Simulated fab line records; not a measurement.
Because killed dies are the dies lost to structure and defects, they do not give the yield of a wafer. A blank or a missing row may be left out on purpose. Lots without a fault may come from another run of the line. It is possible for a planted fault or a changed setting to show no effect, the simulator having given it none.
Split-lot trial :: flow n5Finfet :: 21 wafers read from 7 lots, route of 1938 steps

SPLIT DETAILS
At N5_WELL_APT_COAT_02 (resist thk 950 nm), the setting spinRpm was moved away from the recipe's 1357 rpm on 5 of the 21 wafers read, by -9.7% to +11.1%. This setting was run at the recipe's value on the other wafers.

The reading comes from the split's own step.

THE READING
coat_of_WELL_APT_COAT_02.thkNm (the simulator's own value, which no gauge read), in nm, at N5_WELL_APT_COAT_02 (resist thk 950 nm). There is no usual value for it anywhere in the file. Here, 16 wafers ran the recipe; their average is 949.5 nm with a standard deviation of 3.1 nm.

wafer: L076.2
tool, chamber at the split: lithoTrack-01, 0
spinRpm as run, rpm: 1357
against the recipe: recipe
coat_of_WELL_APT_COAT_02.thkNm, nm: 949.4
against lot-mates on the recipe: -

wafer: L076.4
tool, chamber at the split: lithoTrack-01, 0
spinRpm as run, rpm: 1357
against the recipe: recipe
coat_of_WELL_APT_COAT_02.thkNm, nm: 948.2
against lot-mates on the recipe: -

wafer: L076.6
tool, chamber at the split: lithoTrack-01, 0
spinRpm as run, rpm: 1357
against the recipe: recipe
coat_of_WELL_APT_COAT_02.thkNm, nm: 951.6
against lot-mates on the recipe: -

wafer: L077.2
tool, chamber at the split: lithoTrack-02, 0
spinRpm as run, rpm: 1357
against the recipe: recipe
coat_of_WELL_APT_COAT_02.thkNm, nm: 946.2
against lot-mates on the recipe: -

wafer: L077.3
tool, chamber at the split: lithoTrack-02, 0
spinRpm as run, rpm: 1357
against the recipe: recipe
coat_of_WELL_APT_COAT_02.thkNm, nm: 946.8
against lot-mates on the recipe: -

wafer: L077.5
tool, chamber at the split: lithoTrack-02, 0
spinRpm as run, rpm: 1357
against the recipe: recipe
coat_of_WELL_APT_COAT_02.thkNm, nm: 944.6
against lot-mates on the recipe: -

wafer: L078.1
tool, chamber at the split: lithoTrack-01, 0
spinRpm as run, rpm: 1357
against the recipe: recipe
coat_of_WELL_APT_COAT_02.thkNm, nm: 946.4
against lot-mates on the recipe: -

wafer: L078.3
tool, chamber at the split: lithoTrack-01, 0
spinRpm as run, rpm: 1357
against the recipe: recipe
coat_of_WELL_APT_COAT_02.thkNm, nm: 947.3
against lot-mates on the recipe: -

wafer: L078.5
tool, chamber at the split: lithoTrack-01, 0
spinRpm as run, rpm: 1232
against the recipe: -9.2%
coat_of_WELL_APT_COAT_02.thkNm, nm: 995.8
against lot-mates on the recipe: +49.0

wafer: L079.3
tool, chamber at the split: lithoTrack-01, 0
spinRpm as run, rpm: 1357
against the recipe: recipe
coat_of_WELL_APT_COAT_02.thkNm, nm: 948.7
against lot-mates on the recipe: -

wafer: L079.4
tool, chamber at the split: lithoTrack-01, 0
spinRpm as run, rpm: 1357
against the recipe: recipe
coat_of_WELL_APT_COAT_02.thkNm, nm: 951.8
against lot-mates on the recipe: -

wafer: L079.6
tool, chamber at the split: lithoTrack-01, 0
spinRpm as run, rpm: 1357
against the recipe: recipe
coat_of_WELL_APT_COAT_02.thkNm, nm: 953.6
against lot-mates on the recipe: -

wafer: L083.2
tool, chamber at the split: lithoTrack-03, 0
spinRpm as run, rpm: 1357
against the recipe: recipe
coat_of_WELL_APT_COAT_02.thkNm, nm: 955.9
against lot-mates on the recipe: -

wafer: L083.3
tool, chamber at the split: lithoTrack-03, 0
spinRpm as run, rpm: 1357
against the recipe: recipe
coat_of_WELL_APT_COAT_02.thkNm, nm: 954.2
against lot-mates on the recipe: -

wafer: L083.6
tool, chamber at the split: lithoTrack-03, 0
spinRpm as run, rpm: 1450
against the recipe: +6.9%
coat_of_WELL_APT_COAT_02.thkNm, nm: 923.7
against lot-mates on the recipe: -31.3

wafer: L093.2
tool, chamber at the split: lithoTrack-03, 0
spinRpm as run, rpm: 1357
against the recipe: recipe
coat_of_WELL_APT_COAT_02.thkNm, nm: 949.3
against lot-mates on the recipe: -

wafer: L093.4
tool, chamber at the split: lithoTrack-03, 0
spinRpm as run, rpm: 1225
against the recipe: -9.7%
coat_of_WELL_APT_COAT_02.thkNm, nm: 996.3
against lot-mates on the recipe: +47.3

wafer: L093.6
tool, chamber at the split: lithoTrack-03, 0
spinRpm as run, rpm: 1357
against the recipe: recipe
coat_of_WELL_APT_COAT_02.thkNm, nm: 948.6
against lot-mates on the recipe: -

wafer: L096.2
tool, chamber at the split: lithoTrack-01, 0
spinRpm as run, rpm: 1508
against the recipe: +11.1%
coat_of_WELL_APT_COAT_02.thkNm, nm: 898.8
against lot-mates on the recipe: -50.9

wafer: L096.3
tool, chamber at the split: lithoTrack-01, 0
spinRpm as run, rpm: 1508
against the recipe: +11.1%
coat_of_WELL_APT_COAT_02.thkNm, nm: 897.9
against lot-mates on the recipe: -51.8

wafer: L096.6
tool, chamber at the split: lithoTrack-01, 0
spinRpm as run, rpm: 1357
against the recipe: recipe
coat_of_WELL_APT_COAT_02.thkNm, nm: 949.7
against lot-mates on the recipe: -

THE FIT
A straight line over all 21 wafers: coat_of_WELL_APT_COAT_02.thkNm changes by -4.65 nm for each +1% of spinRpm; r = -0.99; the points scatter about the line by 3.2 nm.
The same after taking each lot's own level away (the mean of its wafers on the recipe; 21 wafers): -4.8 nm for each +1%; r = -1.00; scatter 1.6 nm.
According to that fit, moving spinRpm by its largest amount changes the reading by 53 nm.
The lots' own levels span 945.87 to 955.05 nm, that is 3.0 times the standard deviation above.
So the lot-to-lot level changes the slope little: the two slopes agree.
Check: for one of the wafers moved furthest among these (+11.1%), held out of the fit, the line's prediction against its lot-mates is -53.7 nm. It came out at -50.9 nm against them.

FILE'S OWN FIT
coat_of_WELL_APT_COAT_02.thkNm changes by -4.85 nm for each +1% of spinRpm, r = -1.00.
